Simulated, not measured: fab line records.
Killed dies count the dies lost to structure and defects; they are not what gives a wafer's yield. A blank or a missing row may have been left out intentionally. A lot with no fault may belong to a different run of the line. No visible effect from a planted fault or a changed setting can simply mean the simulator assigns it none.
One fault seen from 2 desks	flow n5 finfet	each desk holds nothing but its own numbers, with what lay behind them at the end

## AT THE METROLOGY DESK
Lot by lot, what the gauges showed, no matter which tool ran the lot: averages of those sampled wafers that carry a number. The brackets show how far a lot's mean lies from the usual mean; more than 4 standard deviations puts the lot out of limits, marked OUT. 7 of its 13 readings are shown, namely those furthest out on some lot.
Columns: A = DIBL_N at N5_BEOL_M4_RC_MEAS_101, usual 36.9 mV/V; B = DIBL_P at N5_BEOL_M4_RC_MEAS_101, usual 37.3 mV/V; C = IOFF_N at N5_BEOL_M4_RC_MEAS_101, usual 0.16 nA/um; D = IOFF_P at N5_BEOL_M4_RC_MEAS_101, usual 0.22 nA/um; E = SS_N at N5_BEOL_M4_RC_MEAS_101, usual 71.6 mV/dec; F = SS_P at N5_BEOL_M4_RC_MEAS_101, usual 73.4 mV/dec; G = VT_P at N5_BEOL_M4_RC_MEAS_101, usual -250 mV
lot	first seen here	A	B	C	D	E	F	G
L391	day 9 07:13	35.5	34.2	0.15	0.18	71.2	72.9	-255
L392	day 9 12:39	35.6	37.6	0.15	0.22	71.0	73.5	-250
L396	day 10 09:26	38.1	38.7	0.18	0.28	71.9	73.6	-245
L407	day 13 20:00	39.2	40.6	0.20	0.26	72.8	74.4	-250
L409	day 13 22:55	36.2	36.1	0.13	0.19	71.1	72.3	-251
Finding of this desk: none of the 5 lots has anything out of limits.

## THE DEFECT DESK
Inspection counts along the route, by lot: the mean over sampled wafers that carry a number. The brackets show how far a lot's mean lies from the usual mean; more than 4 standard deviations puts the lot out of limits, marked OUT.
Columns: A = raw defect count at N5_BEOL_M5_INSPECT_13, usual 401
lot	first seen here	A
L391	day 9 12:07	322
L392	day 9 16:06	344
L396	day 10 12:13	411
L407	day 13 23:25	353
L409	day 14 02:43	513
Finding of this desk: none of the 5 lots has anything out of limits.

## ALL TOGETHER
At the metrology desk, nothing out of limits was observed.
Nothing out of limits was seen by the defect desk.

## WHAT THE SIMULATOR HAD INSERTED
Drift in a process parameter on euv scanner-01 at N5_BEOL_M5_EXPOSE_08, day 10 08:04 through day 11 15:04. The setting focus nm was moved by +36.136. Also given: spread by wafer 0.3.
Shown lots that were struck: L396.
